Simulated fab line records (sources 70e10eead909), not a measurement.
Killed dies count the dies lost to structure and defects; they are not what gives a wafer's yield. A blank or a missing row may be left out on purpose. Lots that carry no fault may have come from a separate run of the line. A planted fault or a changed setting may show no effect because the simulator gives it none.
Comparing a struck lot with a sound one    flow nand-harc    14 steps out of a route of 1302
Sound: these wafers, L412.1, L412.3, L412.4. Struck: wafers L425.2, L425.4, L425.6. The cause comes at the end.
At each step with rows: each side's tool, then ch and its chambers, then its first start. Under that, the readings that differ: sound wafers    struck wafers    difference of the means    sigmas: that difference in standard deviations of wafers without a fault.
alike: a reading whose means differ by less than 2 such deviations, as well as words and numbers matching on both sides. not compared: withheld readings; readings where some wafer has no value; bounds like >300 that might hide an equal value; numbers whose values overlap and for which the record gives no deviation.
Wherever a step has rows on one side only, a row that says differs or no value, or a row with sigmas, the two part there. Numbers that have no deviation but don't overlap get no sigmas and don't part them. A reading missing from all wafers of one side parts the sides only when that side holds two or more wafers.

first, 1 step without rows for these wafers: NHARC_P_GATE_DEVELOP_90 (time 70 s).
NHARC_P_GATE_CD_MEAS_91: the cd target is 2000 nm.
  sound on cd-sem-01 ch 0, day 5 17:57; struck on cd-sem-03 ch 0, day 11 08:59
  alike: cd-nm
then, 1 step without rows for these wafers: NHARC_P_GATE_HARDBAKE_92 (time 80 s).
NHARC_P_GATE_DESCUM_93: chemistry O2, time 3 s.
  sound on rie-diel-03 ch 1,2,3, day 5 18:07; struck on rie-diel-03 ch 0,1, day 11 09:09
  alike: drypump-motor-current-A, oes-product-au, rf-vpp-V, showerhead-plenum-p-Torr, throttle-valve-pct
  not compared: rf-hours-counter-h
then, 1 step without rows for these wafers: NHARC_P_GATE_IMPLANT_94.
NHARC_P_GATE_STRIP_113: strips in N2/H2, time 740 s.
  sound on plasma-asher-02 ch 0,1, day 5 18:35; struck on plasma-asher-01 ch 0,1, day 11 09:35
  alike: drypump-motor-current-A, heater-power-w
  not compared: rf-hours-counter-h
NHARC_P_GATE_STRIP_95: strips in O2.
  sound on plasma-asher-02 ch 0,1, day 5 19:11; struck on plasma-asher-01 ch 0,1, day 11 10:19
  alike: drypump-motor-current-A, heater-power-w
  not compared: rf-hours-counter-h
then, 1 step without rows for these wafers: NHARC_P_GATE_STRIP_96 (strips in SPM, time 900 s).
NHARC_P_GATE_RTA_64: time 1 s.
  sound on rtp-anneal-02 ch 0, day 5 19:46; struck on rtp-anneal-01 ch 0, day 11 10:54
reading             sound           struck          difference  sigmas
lamp-power-pct (%)  35.0 35.0 35.0  37.3 37.3 37.4  +2.3        +2
  alike: wafer_temp_C_max
then, 1 step without rows for these wafers: NHARC_P_GATE_ETCH_77 (etches SiO2 in dHF, target depth 6 nm).
NHARC_P_GATE_DEGAS_109: time 60 s.
  struck on pvd-sputter-01, day 11 11:11; sound on pvd-sputter-03, day 5 20:06
  alike: heater-power-w
then, 1 step without rows for these wafers: NHARC_P_GATE_PRE_CLEAN_110 (time 30 s).
NHARC_P_GATE_SPUTTER_78: material Ni, target thk 10 nm.
  struck on pvd-sputter-01, day 11 11:31; sound on pvd-sputter-03, day 5 20:12
then, 1 step without rows for these wafers: NHARC_P_GATE_SPUTTER_79 (material TiN, target thk 10 nm).

== WHERE THEY PART ==
Within this record, at NHARC_P_GATE_RTA_64 only. Later steps at which nothing parts them and some readings are alike: NHARC_P_GATE_DEGAS_109.

WHY: whatever the simulator had introduced
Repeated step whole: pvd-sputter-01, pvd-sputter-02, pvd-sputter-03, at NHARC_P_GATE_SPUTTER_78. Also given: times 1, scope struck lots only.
